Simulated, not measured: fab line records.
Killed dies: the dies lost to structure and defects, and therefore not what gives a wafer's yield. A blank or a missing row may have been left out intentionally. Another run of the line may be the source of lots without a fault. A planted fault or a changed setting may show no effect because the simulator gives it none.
Chamber matching / flow n5_finfet / N5_SD_EPI_N_ETCH_16 on rie_diel-03: 4 sister chambers
The step etches SiO2 in CHF3/O2, target depth 5 nm. 4 wafers are shown with their chamber, then 8 later ones without.

## WAFERS, EACH WITH ITS CHAMBER
wafer=L083.2; chamber=2; drypump_motor_current_A (A)=6.3
wafer=L090.1; chamber=3; drypump_motor_current_A (A)=5.1
wafer=L090.6; chamber=1; drypump_motor_current_A (A)=5.8
wafer=L091.1; chamber=0; drypump_motor_current_A (A)=5.3

## WAFERS WITH NO CHAMBER GIVEN
wafer=L091.2; drypump_motor_current_A (A)=5.1
wafer=L091.4; drypump_motor_current_A (A)=6.2
wafer=L093.2; drypump_motor_current_A (A)=5.2
wafer=L093.4; drypump_motor_current_A (A)=6.3
wafer=L093.6; drypump_motor_current_A (A)=6.3
wafer=L097.1; drypump_motor_current_A (A)=5.3
wafer=L097.3; drypump_motor_current_A (A)=5.8
wafer=L097.6; drypump_motor_current_A (A)=5.1

## THE CHAMBER EACH PASSED THROUGH
wafer=L091.2; from the rows above=3; in truth=3
wafer=L091.4; from the rows above=2; in truth=2
wafer=L093.2; from the rows above=can't be placed: 0 or 3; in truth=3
wafer=L093.4; from the rows above=2; in truth=2
wafer=L093.6; from the rows above=2; in truth=2
wafer=L097.1; from the rows above=0; in truth=0
wafer=L097.3; from the rows above=1; in truth=1
wafer=L097.6; from the rows above=3; in truth=3
7 of 8 placed correctly. Not placeable from these rows: 1 (in 1, the candidates include the true chamber). Number placed wrongly: 0.
How it was worked out, from the rows above alone: a wafer's distance from a chamber is the root of the sum, over the readings, of the square of ((its reading less the chamber's mean) divided by the reading's scatter). The wafer belongs to the nearest chamber; if the next one is less than 2 further off, it can't be placed. The mean given for a chamber averages the wafers shown for that chamber. The scatter: with one shown wafer a chamber, the root of the mean of the squares of how far each hidden wafer lies from its nearest shown one.
